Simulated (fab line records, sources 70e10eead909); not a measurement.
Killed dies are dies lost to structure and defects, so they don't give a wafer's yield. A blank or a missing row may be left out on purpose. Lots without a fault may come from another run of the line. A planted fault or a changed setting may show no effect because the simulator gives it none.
Chamber matching | flow nand_harc | NHARC_A_ONON_D2_DEP_33 on pecvd-01: 3 sister chambers
The step deposits SiO2, target thk 200 nm. 3 wafers are shown with their chamber, then 8 later ones without.

WAFERS WITH THEIR CHAMBER
wafer  | chamber | heater_power_w (W)
L855.4 | 1       | 667
L855.6 | 2       | 762
L858.1 | 0       | 438

WAFERS WITHOUT THEIR CHAMBER
wafer  | heater_power_w (W)
L858.2 | 667
L858.6 | 685
L859.2 | 471
L859.3 | 493
L859.5 | 487
L865.3 | 821
L865.4 | 434
L865.6 | 656

WHICH CHAMBER EACH WENT THROUGH
wafer  | from the rows above     | in truth
L858.2 | 1                       | 1
L858.6 | can't be placed: 1 or 2 | 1
L859.2 | 0                       | 0
L859.3 | 0                       | 0
L859.5 | 0                       | 0
L865.3 | 2                       | 2
L865.4 | 0                       | 0
L865.6 | 1                       | 1
Placed correctly: 7 of 8. Can't be placed from these rows: 1 (the true chamber is among the candidates in 1). Placed wrongly: 0.
How it was worked out, from the rows above alone: a wafer's distance from a chamber is the root of the sum, over the readings, of the square of ((its reading less the chamber's mean) divided by the reading's scatter). The wafer belongs to the nearest chamber; if the next one is less than 2 further off, it can't be placed. A chamber's mean is the mean of its shown wafers. The scatter: with one shown wafer a chamber, the root of the mean of the squares of how far each hidden wafer lies from its nearest shown one.
